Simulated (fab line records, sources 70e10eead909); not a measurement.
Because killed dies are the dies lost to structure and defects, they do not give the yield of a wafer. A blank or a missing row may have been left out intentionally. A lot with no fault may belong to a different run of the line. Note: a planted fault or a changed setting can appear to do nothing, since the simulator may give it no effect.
fab line records    flow nand-harc
record: lots: 6  wafers: 18  last-day: 24
route steps=1159 shown A_STAIRCASE@579 END@1159
lots untouched by any fault: they come from a run of this same line in which no faults occurred
start-h: hours from the record's opening day to when the first of the lot's shown wafers began    wait-h: how many hours have passed since the lot's step before this one    " the same as in the row above    L1.1+2: a row that stands for several wafers    - value missing, or start not given    * or withheld: withheld    < > ~ a bound
route shown NAME@n: names a module that has steps shown in the file, with the first one's number in the route    usual: mean/standard deviation taken from wafers without a fault    same: alike in all rows    chamber/n: place in a boat    sites: readings site by site    _std_site: standard deviation across them    _edge_site: inner sites' mean taken away from outer sites' mean    radius-mm: how far each site lies from the wafer's centre    mask NAME#n: copy n    behind: tool/chamber where the wafer was last shaped    hold: reason for holding the lot/hours on hold/outcome of the hold    device: names the non-switching transistor (n, p or np)    end of line: tests of these same wafers at the route's end    step lacking rows: just its recipe    killed: the dies lost at the first sort to structure and to defects; this is not the yield of the wafer    map: a wafer's dies, marking killed ones x, the rest . and places with no die _
set.NAME: the run value of the setting; set.NAME@STEP: its run value at that earlier step    model.NAME: the simulator's own value behind a step, which no gauge read
lots seen at some steps along the route; tables by step, rows by wafer
services: the hour from which a tool's chamber was out of use, counted from the record's first day as start-h (under 0 if before that day), plus the number of hours and why
== steps ==
step: NHARC_A_STAIRCASE_HARDBAKE_185
recipe: temp-c: 120  time-s: 140
step: NHARC_A_STAIRCASE_DESCUM_186
recipe: time-s: 3  o2-flow-sccm: 200  ar-flow-sccm: 0  bias-power-w: 0  chemistry: O2
step: NHARC_A_STAIRCASE_TRIM_187
recipe: time-s: 211.2  o2-flow-sccm: 500  ar-flow-sccm: 0  bias-w: 0  chemistry: O2
usual: chamber-pressure-mTorr: 60.00/0.059  drypump-motor-current-A: 5.7/0.39  oes-product-au: 0.996/0.013  rf-vpp-V: 57.8/0.87  showerhead-plenum-p-Torr: 3.61/0.14  throttle-valve-pct: 17.037/0.008
same: bias-w: 0
lot.wafer  tool         chamber  start-h  wait-h  chamber-pressure-mTorr  drypump-motor-current-A  oes-product-au  rf-hours-counter-h  rf-vpp-V  showerhead-plenum-p-Torr  throttle-valve-pct
L319.1     rie-diel-06  3        225.72   0.1     60.01                   4.8                      1.009           51                  57.6      3.70                      17.036
L319.3     "            0        "        "       59.94                   5.7                      0.995           55                  59.4      3.61                      17.046
L319.5     "            3        "        "       60.12                   4.8                      1.003           -                   58.7      3.69                      17.040
L329.1     rie-diel-07  2        294.73   0.1     59.97                   6.3                      0.986           24                  58.8      3.79                      17.037
L329.4     "            3        "        "       59.99                   5.8                      1.012           25                  58.7      3.59                      17.026
L329.6     "            1        "        "       59.97                   5.9                      0.979           -                   57.1      3.56                      17.034
L336.1     rie-diel-13  3        331.03   0.1     59.98                   5.5                      0.999           18                  57.5      3.29                      17.031
L336.3     "            0        "        "       60.00                   5.9                      0.994           18                  59.2      3.80                      17.034
L336.5     "            3        "        "       59.99                   5.5                      0.999           -                   55.6      3.29                      17.032
L335.3     rie-diel-06  3        337.10   0.2     60.00                   4.8                      1.000           31                  57.9      3.67                      17.036
L335.1     "            0        "        "       60.02                   5.7                      1.009           32                  57.7      3.59                      17.048
L335.6     "            3        "        "       60.05                   4.8                      1.006           -                   57.7      3.67                      17.037
L341.2     rie-diel-07  2        371.34   0.1     59.94                   6.3                      0.982           52                  59.0      3.78                      17.034
L341.3     "            3        "        "       60.09                   5.7                      1.016           50                  58.1      3.58                      17.030
L341.6     "            3        "        "       59.89                   5.8                      1.008           -                   57.6      3.58                      17.034
L342.1     rie-diel-13  3        375.32   0.1     59.98                   5.5                      1.009           34                  57.0      3.28                      17.045
L342.2     "            0        "        "       60.07                   5.9                      1.002           36                  57.1      3.79                      17.044
L342.5     "            0        "        "       60.00                   5.9                      0.983           -                   57.5      3.79                      17.046
step: NHARC_A_STAIRCASE_ETCH_188
recipe: target-depth-a: 1000  time-s: 40.5  ion-energy-ev: 400  c4f8-flow-sccm: 20  o2-flow-sccm: 10  ar-flow-sccm: withheld  rf-w: 600  bias-w: 1000  chemistry: C4F8/O2
step: NHARC_A_STAIRCASE_TRIM_189
recipe: time-s: 211.2  o2-flow-sccm: 500  ar-flow-sccm: 0  bias-w: 0  chemistry: O2
usual: chamber-pressure-mTorr: 60.01/0.059  drypump-motor-current-A: 5.7/0.37  oes-product-au: 0.996/0.013  rf-vpp-V: 58.0/0.85  showerhead-plenum-p-Torr: 3.61/0.14  throttle-valve-pct: 17.037/0.0093
same: bias-w: 0
lot.wafer  tool         chamber  start-h  wait-h  chamber-pressure-mTorr  drypump-motor-current-A  oes-product-au  rf-hours-counter-h  rf-vpp-V  showerhead-plenum-p-Torr  throttle-valve-pct
L319.1     rie-diel-06  0        -        -       60.05                   5.7                      0.986           56                  57.1      3.61                      17.043
L319.3     "            1        "        "       59.99                   5.6                      0.986           58                  58.1      3.45                      17.045
L319.5     "            1        "        "       59.95                   5.6                      0.985           -                   56.9      3.45                      17.036
L329.4     rie-diel-07  3        -        -       60.02                   5.7                      1.016           25                  58.2      3.59                      17.041
L329.1     "            1        "        "       59.99                   5.9                      0.979           24                  59.7      3.56                      17.038
L329.6     "            3        "        "       59.95                   5.7                      1.012           -                   57.8      3.59                      17.042
L336.1     rie-diel-13  1        -        -       59.94                   6.1                      0.974           19                  59.1      3.52                      17.041
L336.3     "            3        "        "       60.00                   5.5                      0.996           18                  57.8      3.29                      17.070
L336.5     "            3        "        "       60.12                   5.5                      0.980           -                   57.4      3.29                      17.043
L335.3     rie-diel-06  0        -        -       60.01                   5.7                      1.011           32                  57.9      3.59                      17.046
L335.1     "            2        "        "       59.95                   5.5                      1.008           29                  57.4      3.69                      17.050
L335.6     "            1        "        "       59.94                   5.7                      0.981           -                   56.9      3.43                      17.050
L341.2     rie-diel-07  2        -        -       60.07                   6.3                      0.996           53                  57.9      3.78                      17.044
L341.3     "            3        "        "       60.05                   5.7                      1.017           51                  57.8      3.58                      17.055
L341.6     "            2        "        "       60.01                   6.3                      0.995           -                   59.2      3.78                      17.035
L342.2     rie-diel-13  1        -        -       60.07                   6.1                      0.970           35                  57.8      3.51                      17.036
L342.1     "            3        "        "       60.01                   5.5                      1.008           34                  57.6      3.28                      17.048
L342.5     "            1        "        "       60.07                   6.1                      0.978           -                   58.2      3.51                      17.046
step: NHARC_A_STAIRCASE_ETCH_190
recipe: target-depth-a: 1000  time-s: 40.5  ion-energy-ev: 400  c4f8-flow-sccm: 20  o2-flow-sccm: 10  ar-flow-sccm: withheld  rf-w: 600  bias-w: 1000  chemistry: C4F8/O2
usual: oes-product-au: 0.935/0.013  rf-vpp-V: 899/5
lot.wafer  tool         chamber  start-h  wait-h  oes-product-au  rf-hours-counter-h  rf-vpp-V
L319.1     rie-diel-06  3        -        -       0.943           52                  904
L319.3     "            1        "        "       0.935           58                  894
L319.5     "            3        "        "       0.933           -                   902
L329.1     rie-diel-07  0        -        -       0.943           24                  903
L329.4     "            2        "        "       0.933           25                  906
L329.6     "            1        "        "       0.938           -                   897
L336.3     rie-diel-13  0        -        -       0.951           19                  906
L336.1     "            1        "        "       0.927           19                  894
L336.5     "            1        "        "       0.928           -                   895
L335.1     rie-diel-06  3        -        -       0.947           31                  901
L335.3     "            2        "        "       0.944           29                  904
L335.6     "            0        "        "       0.942           -                   899
L341.3     rie-diel-07  3        -        -       0.957           51                  898
L341.2     "            1        "        "       0.922           51                  897
L341.6     "            3        "        "       0.956           -                   897
L342.2     rie-diel-13  3        -        -       0.933           34                  886
L342.1     "            0        "        "       0.927           36                  905
L342.5     "            2        "        "       0.924           -                   893
step: NHARC_A_STAIRCASE_TRIM_191
recipe: time-s: 211.2  o2-flow-sccm: 500  ar-flow-sccm: 0  bias-w: 0  chemistry: O2
usual: chamber-pressure-mTorr: 60.00/0.05  drypump-motor-current-A: 5.7/0.38  oes-product-au: 0.996/0.013  rf-vpp-V: 58.0/0.82  showerhead-plenum-p-Torr: 3.61/0.14  throttle-valve-pct: 17.034/0.0085
same: bias-w: 0
lot.wafer  tool         chamber  start-h  wait-h  chamber-pressure-mTorr  drypump-motor-current-A  oes-product-au  rf-hours-counter-h  rf-vpp-V  showerhead-plenum-p-Torr  throttle-valve-pct
L319.3     rie-diel-06  1        -        -       60.05                   5.7                      0.989           58                  57.8      3.45                      17.027
L319.1     "            0        "        "       60.00                   5.7                      0.988           56                  58.2      3.61                      17.031
L319.5     "            1        "        "       59.98                   5.7                      0.987           -                   58.2      3.45                      17.032
L329.1     rie-diel-07  2        -        -       59.99                   6.3                      0.978           25                  58.5      3.79                      17.032
L329.4     "            3        "        "       59.95                   5.8                      1.026           25                  58.1      3.59                      17.024
L329.6     "            1        "        "       59.93                   5.8                      0.993           -                   58.9      3.56                      17.040
L336.1     rie-diel-13  1        -        -       60.03                   6.2                      0.976           19                  58.7      3.52                      17.032
L336.3     "            0        "        "       59.92                   5.9                      1.001           19                  60.4      3.80                      17.024
L336.5     "            1        "        "       59.92                   6.1                      0.975           -                   57.7      3.52                      17.043
L335.1     rie-diel-06  1        -        -       60.00                   5.6                      0.990           30                  57.2      3.43                      17.038
L335.3     "            2        "        "       59.97                   5.5                      1.008           29                  58.7      3.69                      17.038
L335.6     "            1        "        "       59.96                   5.7                      0.988           -                   57.0      3.43                      17.038
L341.3     rie-diel-07  0        -        -       60.03                   5.3                      1.002           49                  57.1      3.69                      17.046
L341.2     "            2        "        "       60.01                   6.3                      0.983           53                  58.4      3.78                      17.035
L341.6     "            1        "        "       59.97                   5.9                      0.996           -                   57.2      3.55                      17.039
L342.1     rie-diel-13  1        -        -       59.98                   6.2                      0.970           36                  58.5      3.51                      17.017
L342.2     "            2        "        "       60.06                   5.4                      0.993           22                  58.2      3.46                      17.034
L342.5     "            3        "        "       59.99                   5.5                      0.991           -                   56.2      3.28                      17.045
step: NHARC_A_STAIRCASE_ETCH_192
recipe: target-depth-a: 1000  time-s: 40.5  ion-energy-ev: 400  c4f8-flow-sccm: 20  o2-flow-sccm: 10  ar-flow-sccm: withheld  rf-w: 600  bias-w: 1000  chemistry: C4F8/O2
usual: oes-product-au: 0.935/0.013  rf-vpp-V: 899/4.8
lot.wafer  tool         chamber  start-h  wait-h  oes-product-au  rf-hours-counter-h  rf-vpp-V
L319.3     rie-diel-06  0        -        -       0.938           56                  898
L319.1     "            1        "        "       0.940           59                  893
L319.5     "            1        "        "       0.946           -                   893
L329.4     rie-diel-07  2        -        -       0.919           25                  904
L329.1     "            1        "        "       0.929           24                  896
L329.6     "            3        "        "       0.953           -                   896
L336.1     rie-diel-13  1        -        -       0.919           19                  896
L336.3     "            3        "        "       0.930           19                  888
L336.5     "            0        "        "       0.919           -                   905
L335.1     rie-diel-06  1        -        -       0.927           30                  893
L335.3     "            2        "        "       0.961           29                  903
L335.6     "            1        "        "       0.926           -                   893
L341.3     rie-diel-07  0        -        -       0.939           49                  900
L341.2     "            2        "        "       0.929           53                  904
L341.6     "            0        "        "       0.922           -                   903
L342.1     rie-diel-13  1        -        -       0.924           36                  896
L342.2     "            2        "        "       0.944           22                  893
L342.5     "            0        "        "       0.934           -                   904
step: NHARC_A_STAIRCASE_TRIM_193
recipe: time-s: 211.2  o2-flow-sccm: 500  ar-flow-sccm: 0  bias-w: 0  chemistry: O2
step: NHARC_A_STAIRCASE_ETCH_194
recipe: target-depth-a: 1000  time-s: 40.5  ion-energy-ev: 400  c4f8-flow-sccm: 20  o2-flow-sccm: 10  ar-flow-sccm: withheld  rf-w: 600  bias-w: 1000  chemistry: C4F8/O2
step: NHARC_A_STAIRCASE_TRIM_196
recipe: time-s: 211.2  o2-flow-sccm: 500  ar-flow-sccm: 0  bias-w: 0  chemistry: O2
usual: bias-w: 0/0  chamber-pressure-mTorr: 60.00/0.047  drypump-motor-current-A: 5.7/0.39  oes-product-au: 0.994/0.013  rf-vpp-V: 58.0/0.92  showerhead-plenum-p-Torr: 3.60/0.14  throttle-valve-pct: 17.036/0.0088
lot.wafer  tool         chamber  start-h  wait-h  bias-w  chamber-pressure-mTorr  drypump-motor-current-A  oes-product-au  rf-hours-counter-h  rf-vpp-V  showerhead-plenum-p-Torr  throttle-valve-pct
L319.1     rie-diel-07  1        226.95   0.1     0       59.95                   5.8                      1.002           57                  58.2      3.58                      17.014
L319.3     "            2        "        "       0       60.08                   6.3                      0.985           61                  58.5      3.26                      17.047
L319.5     "            1        "        "       0       59.95                   5.8                      0.993           -                   57.4      3.58                      17.034
L329.1     rie-diel-07  0        295.93   0.1     0       59.97                   5.3                      1.000           25                  58.7      3.71                      17.026
L329.4     "            1        "        "       0       59.97                   5.9                      0.996           24                  57.7      3.56                      17.033
L329.6     "            0        "        "       0       60.01                   5.3                      1.003           -                   58.4      3.71                      17.033
L336.1     rie-diel-07  1        332.31   0.1     -       -                       -                        -               -                   -         -                         -
L336.3     "            2        "        "       -       -                       -                        -               -                   -         -                         -
L336.5     "            3        "        "       -       -                       -                        -               -                   -         -                         -
L335.1     rie-diel-06  1        338.14   0.1     -       -                       -                        -               -                   -         -                         -
L335.3     "            2        "        "       -       -                       -                        -               -                   -         -                         -
L335.6     "            3        "        "       -       -                       -                        -               -                   -         -                         -
L341.3     rie-diel-07  2        372.77   0.1     0       60.00                   6.3                      0.992           53                  58.0      3.78                      17.036
L341.2     "            0        "        "       0       60.00                   5.3                      1.010           49                  58.6      3.69                      17.045
L341.6     "            2        "        "       0       60.07                   6.3                      0.996           -                   57.9      3.78                      17.027
L342.2     rie-diel-13  1        376.37   0.1     0       60.00                   6.1                      0.982           36                  58.7      3.51                      17.040
L342.1     "            3        "        "       0       60.08                   5.5                      0.996           34                  57.4      3.28                      17.041
L342.5     "            1        "        "       0       60.05                   6.1                      0.975           -                   57.0      3.51                      17.034
step: NHARC_A_STAIRCASE_ETCH_197
recipe: target-depth-a: 1000  time-s: 40.5  ion-energy-ev: 400  c4f8-flow-sccm: 20  o2-flow-sccm: 10  ar-flow-sccm: withheld  rf-w: 600  bias-w: 1000  chemistry: C4F8/O2
step: NHARC_END_SORT_01
recipe: temp-c: 25
usual: killed-at-array: 25/7.8  killed-at-other: 0.6/0.81  killed-at-periphery: 3.3/2.2  killed-dies: 29/8.2  killed-open: 3.5/1.9  killed-short: 1.8/1.3
same: gross-dies: 677
lot.wafer  tool       chamber  start-h  wait-h  hold                    killed-at-array  killed-at-other  killed-at-periphery  killed-dies  killed-open  killed-short
L319.1     prober-02  0        434.44   2.5     -                       17               0                5                    22           4            2
L319.3     prober-02  0        436.04   3.1     -                       14               0                5                    19           1            1
L319.5     prober-02  0        437.64   3.7     -                       16               2                1                    19           1            3
L329.1     prober-01  0        490.24   2.5     -                       40               0                9                    49           4            0
L329.4     prober-01  0        492.66   3.4     -                       22               0                5                    27           3            1
L329.6     prober-01  0        494.27   4.0     -                       39               0                5                    44           3            4
L335.1     prober-01  0        546.90   2.5     await-dispo/3.7h/scrap  672              1                4                    677          6            1
L335.3     prober-01  0        548.52   3.1     await-dispo/3.7h/scrap  672              2                3                    677          6            1
L335.6     prober-01  0        550.94   4.0     await-dispo/3.7h/scrap  673              1                3                    677          1            1
L336.1     prober-02  0        548.33   2.5     await-dispo/2.1h/scrap  675              0                2                    677          2            1
L336.3     prober-02  0        549.92   3.1     await-dispo/2.1h/scrap  672              0                5                    677          5            1
L336.5     prober-02  0        551.52   3.7     await-dispo/2.1h/scrap  671              1                5                    677          3            2
L342.1     prober-01  0        574.47   2.5     -                       19               0                2                    21           2            0
L342.2     prober-01  0        575.27   2.8     -                       23               0                10                   33           7            0
L342.5     prober-01  0        577.65   3.7     -                       20               0                3                    23           1            3
L341.2     prober-02  0        575.32   2.8     -                       36               1                2                    39           4            3
L341.3     prober-02  0        576.13   3.1     -                       38               1                5                    44           9            4
L341.6     prober-02  0        578.55   4.0     -                       38               0                2                    40           1            2
killed by level:class
L319.1 A_SLIT:chamber-film-flake=10 P_ZERO_WELL:chamber-film-flake=3 A_STAIRCASE:chamber-film-flake=2 P_GATE:geometric-particle:open=1 P_CONTACT:geometric-particle:open=1 A_CHANNEL_FILL_D1:geometric-particle:open=1 A_SGD_CUT:geometric-particle:short=1 A_M0:geometric-particle:short=1
L319.3 A_STAIRCASE:chamber-film-flake=5 A_SLIT:chamber-film-flake=5 P_BONDPAD:chamber-film-flake=3 P_CONTACT:geometric-particle:open=1 A_CHANNEL_FILL_D1:geometric-particle:short=1 P_ZERO_WELL:chamber-film-flake=1 A_CHANNEL_HOLE_D1:chamber-film-flake=1 A_CONTACT:chamber-film-flake=1
L319.5 A_STAIRCASE:chamber-film-flake=7 A_SLIT:chamber-film-flake=5 STARTING-WAFER:geometric-particle:short=2 A_CHANNEL_FILL_D1:geometric-particle:short=1 A_CONTACT:geometric-particle:open=1 P_GATE:chamber-film-flake=1 A_CONTACT:chamber-film-flake=1 A_M1:chamber-film-flake=1
L329.1 A_SLIT:chamber-film-flake=20 A_CHANNEL_HOLE_D1:chamber-film-flake=15 P_STI:chamber-film-flake=3 A_WL_FILL:chamber-film-flake=2 A_CONTACT:chamber-film-flake=2 P_CONTACT:geometric-particle:open=1 P_M0:geometric-particle:open=1 P_M1:geometric-particle:open=1
L329.4 A_CHANNEL_HOLE_D1:chamber-film-flake=8 A_SLIT:chamber-film-flake=7 A_CONTACT:chamber-film-flake=3 P_M0:geometric-particle:open=2 P_CONTACT:chamber-film-flake=2 A_WL_FILL:chamber-film-flake=2 A_CHANNEL_HOLE_D1:geometric-particle:short=1 A_CHANNEL_FILL_D1:geometric-particle:open=1
L329.6 A_CHANNEL_HOLE_D1:chamber-film-flake=17 A_SLIT:chamber-film-flake=10 A_CONTACT:chamber-film-flake=4 P_STI:chamber-film-flake=2 A_WL_FILL:chamber-film-flake=2 P_GATE:geometric-particle:short=1 A_ONON_D1:geometric-particle:open=1 A_CHANNEL_FILL_D1:geometric-particle:open=1
L335.1 A_STAIRCASE:area-trim=639 A_SLIT:chamber-film-flake=17 A_CONTACT:chamber-film-flake=6 A_WL_FILL:chamber-film-flake=3 P_ZERO_WELL:chamber-film-flake=2 P_CONTACT:geometric-particle:open=1 P_M0:geometric-particle:open=1 A_WL_FILL:geometric-particle:short=1
L336.1 A_STAIRCASE:area-trim=656 A_CHANNEL_HOLE_D1:chamber-film-flake=5 A_CONTACT:chamber-film-flake=4 A_M0:chamber-film-flake=4 P_CONTACT:geometric-particle:open=1 P_M0:geometric-particle:open=1 A_WL_FILL:geometric-particle:short=1 A_ZERO_WELL:chamber-film-flake=1
L335.3 A_STAIRCASE:area-trim=637 A_SLIT:chamber-film-flake=14 A_CONTACT:chamber-film-flake=6 A_CHANNEL_HOLE_D1:chamber-film-flake=6 A_CONTACT:geometric-particle:open=2 A_STAIRCASE:chamber-film-flake=2 THIN_TSV:chamber-film-flake=2 P_M1:geometric-particle:open=1
L336.3 A_STAIRCASE:area-trim=647 A_CHANNEL_HOLE_D1:chamber-film-flake=9 A_CONTACT:chamber-film-flake=4 A_M0:chamber-film-flake=4 P_M0:chamber-film-flake=2 A_CHANNEL_HOLE_D1:geometric-particle:open=1 A_SGD_CUT:geometric-particle:short=1 A_WL_FILL:geometric-particle:open=1
L335.6 A_STAIRCASE:area-trim=645 A_SLIT:chamber-film-flake=13 A_CHANNEL_HOLE_D1:chamber-film-flake=4 A_CONTACT:chamber-film-flake=4 A_STAIRCASE:chamber-film-flake=3 A_M0:chamber-film-flake=3 P_GATE:chamber-film-flake=2 P_GATE:geometric-particle:short=1
L336.5 A_STAIRCASE:area-trim=660 A_STAIRCASE:chamber-film-flake=3 A_CONTACT:chamber-film-flake=2 A_M0:chamber-film-flake=2 P_GATE:geometric-particle:open=1 P_M0:geometric-particle:open=1 A_ONON_D1:geometric-particle:short=1 A_CONTACT:geometric-particle:short=1
L342.1 A_CHANNEL_HOLE_D1:chamber-film-flake=11 A_STAIRCASE:chamber-film-flake=3 A_CHANNEL_FILL_D1:geometric-particle:open=2 P_STI:chamber-film-flake=2 A_CHANNEL_FILL_D1:chamber-film-flake=1 A_CONTACT:chamber-film-flake=1 A_M1:chamber-film-flake=1
L342.2 P_STI:chamber-film-flake=8 A_CHANNEL_HOLE_D1:chamber-film-flake=7 A_CONTACT:chamber-film-flake=5 A_M1:chamber-film-flake=4 A_SGD_CUT:geometric-particle:open=3 P_M0:geometric-particle:open=2 A_CHANNEL_FILL_D1:geometric-particle:open=1 A_CONTACT:geometric-particle:open=1
L341.2 A_SLIT:chamber-film-flake=13 A_CHANNEL_HOLE_D1:chamber-film-flake=9 A_CONTACT:chamber-film-flake=4 A_STAIRCASE:chamber-film-flake=3 P_M0:geometric-particle:open=1 P_M0:geometric-particle:short=1 A_ONON_D1:geometric-particle:short=1 A_WL_FILL:geometric-particle:short=1
L341.3 A_SLIT:chamber-film-flake=16 A_CHANNEL_HOLE_D1:chamber-film-flake=7 A_STAIRCASE:chamber-film-flake=4 P_M0:geometric-particle:open=3 A_CONTACT:chamber-film-flake=3 A_CHANNEL_FILL_D1:geometric-particle:short=2 A_CONTACT:geometric-particle:open=2 P_STI:geometric-particle:short=1
L342.5 A_CONTACT:chamber-film-flake=7 A_STAIRCASE:chamber-film-flake=4 A_CHANNEL_HOLE_D1:chamber-film-flake=3 A_WL_FILL:geometric-particle:short=2 P_STI:chamber-film-flake=2 A_M1:chamber-film-flake=2 A_CHANNEL_FILL_D1:geometric-particle:short=1 A_CONTACT:geometric-particle:open=1
L341.6 A_SLIT:chamber-film-flake=16 A_CONTACT:chamber-film-flake=8 A_CHANNEL_HOLE_D1:chamber-film-flake=6 A_STAIRCASE:chamber-film-flake=3 P_GATE:chamber-film-flake=2 A_SOURCE_PLATE:geometric-particle:short=1 A_CHANNEL_FILL_D1:geometric-particle:open=1 A_CHANNEL_FILL_D1:geometric-particle:short=1
map L335.1 (x killed, . not)
____________x____________
_________xxxxxxx_________
_______xxxxxxxxxxx_______
______xxxxxxxxxxxxx______
_____xxxxxxxxxxxxxxx_____
____xxxxxxxxxxxxxxxxx____
____xxxxxxxxxxxxxxxxx____
___xxxxxxxxxxxxxxxxxxx___
___xxxxxxxxxxxxxxxxxxx___
__xxxxxxxxxxxxxxxxxxxxx__
__xxxxxxxxxxxxxxxxxxxxx__
_xxxxxxxxxxxxxxxxxxxxxxx_
_xxxxxxxxxxxxxxxxxxxxxxx_
_xxxxxxxxxxxxxxxxxxxxxxx_
_xxxxxxxxxxxxxxxxxxxxxxx_
_xxxxxxxxxxxxxxxxxxxxxxx_
xxxxxxxxxxxxxxxxxxxxxxxxx
xxxxxxxxxxxxxxxxxxxxxxxxx
xxxxxxxxxxxxxxxxxxxxxxxxx
xxxxxxxxxxxxxxxxxxxxxxxxx
xxxxxxxxxxxxxxxxxxxxxxxxx
_xxxxxxxxxxxxxxxxxxxxxxx_
_xxxxxxxxxxxxxxxxxxxxxxx_
_xxxxxxxxxxxxxxxxxxxxxxx_
_xxxxxxxxxxxxxxxxxxxxxxx_
_xxxxxxxxxxxxxxxxxxxxxxx_
__xxxxxxxxxxxxxxxxxxxxx__
__xxxxxxxxxxxxxxxxxxxxx__
___xxxxxxxxxxxxxxxxxxx___
___xxxxxxxxxxxxxxxxxxx___
____xxxxxxxxxxxxxxxxx____
____xxxxxxxxxxxxxxxxx____
_____xxxxxxxxxxxxxxx_____
______xxxxxxxxxxxxx______
_______xxxxxxxxxxx_______
_________xxxxxxx_________
____________x____________
map L336.1 (x killed, . not)
____________x____________
_________xxxxxxx_________
_______xxxxxxxxxxx_______
______xxxxxxxxxxxxx______
_____xxxxxxxxxxxxxxx_____
____xxxxxxxxxxxxxxxxx____
____xxxxxxxxxxxxxxxxx____
___xxxxxxxxxxxxxxxxxxx___
___xxxxxxxxxxxxxxxxxxx___
__xxxxxxxxxxxxxxxxxxxxx__
__xxxxxxxxxxxxxxxxxxxxx__
_xxxxxxxxxxxxxxxxxxxxxxx_
_xxxxxxxxxxxxxxxxxxxxxxx_
_xxxxxxxxxxxxxxxxxxxxxxx_
_xxxxxxxxxxxxxxxxxxxxxxx_
_xxxxxxxxxxxxxxxxxxxxxxx_
xxxxxxxxxxxxxxxxxxxxxxxxx
xxxxxxxxxxxxxxxxxxxxxxxxx
xxxxxxxxxxxxxxxxxxxxxxxxx
xxxxxxxxxxxxxxxxxxxxxxxxx
xxxxxxxxxxxxxxxxxxxxxxxxx
_xxxxxxxxxxxxxxxxxxxxxxx_
_xxxxxxxxxxxxxxxxxxxxxxx_
_xxxxxxxxxxxxxxxxxxxxxxx_
_xxxxxxxxxxxxxxxxxxxxxxx_
_xxxxxxxxxxxxxxxxxxxxxxx_
__xxxxxxxxxxxxxxxxxxxxx__
__xxxxxxxxxxxxxxxxxxxxx__
___xxxxxxxxxxxxxxxxxxx___
___xxxxxxxxxxxxxxxxxxx___
____xxxxxxxxxxxxxxxxx____
____xxxxxxxxxxxxxxxxx____
_____xxxxxxxxxxxxxxx_____
______xxxxxxxxxxxxx______
_______xxxxxxxxxxx_______
_________xxxxxxx_________
____________x____________
== services ==
tool         chamber  start-h  hours  kind
rie-diel-07  0        208.02   -      clean
rie-diel-07  1        208.02   -      clean
rie-diel-07  2        208.02   -      clean
rie-diel-07  3        208.02   -      clean
rie-diel-13  3        218.18   5.8    repair
rie-diel-07  3        222.34   4.9    repair
rie-diel-06  2        225.22   6.5    repair
rie-diel-07  -        228.74   9.0    pm
rie-diel-07  0        228.74   9.0    vent-cycle
rie-diel-07  1        228.74   9.0    vent-cycle
rie-diel-07  2        228.74   9.0    vent-cycle
rie-diel-07  3        228.74   9.0    vent-cycle
rie-diel-07  0        237.74   -      clean
rie-diel-07  1        237.74   -      clean
rie-diel-07  2        237.74   -      clean
rie-diel-06  2        239.20   17.2   repair
rie-diel-06  -        241.58   9.0    pm
rie-diel-13  -        276.13   9.0    pm
rie-diel-13  2        286.64   8.8    repair
rie-diel-06  1        303.21   7.4    repair
rie-diel-07  1        304.31   1.4    repair
rie-diel-06  -        323.32   2.1    repair
rie-diel-07  -        325.65   0.8    repair
rie-diel-06  0        338.06   2.3    repair
== key ==
first-sign: step: NHARC_A_STAIRCASE_TRIM_196  reading: tool-record  direction: missing
effect: step: NHARC_END_SORT_01  reading: killed-at-array  direction: up  sigmas: 83  usual: 25  struck: 672
more-kills-born-at: NHARC_A_STAIRCASE_TRIM_196@rie-diel-07: 1964  NHARC_A_STAIRCASE_TRIM_196@rie-diel-06: 1921
met-at NHARC_A_STAIRCASE_TRIM_196
struck-wafers L335.1,L335.3,L335.6,L336.1,L336.3,L336.5
later-rows-left-out L335.1,L335.3,L335.6,L336.1,L336.3,L336.5
tester-left-out L335,L336
onset-between 295.93 332.31
fault: kind: skipped-step-whole  tool: rie-diel-06,rie-diel-07  chamber: -  onset-h: 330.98  steps: NHARC_A_STAIRCASE_TRIM_196  scope: struck-lots-only
tester-left-out: of these lots the tester's yield and bins aren't shown, on N5 and GAA mostly nor the transistor test; their killed dies are dies lost to structure and defects alone, not to doping, threshold or leakage, so they don't give the yield
later-rows-left-out: the simulator's readings of these wafers behind a module that went badly wrong aren't trusted and aren't shown, but for the sort
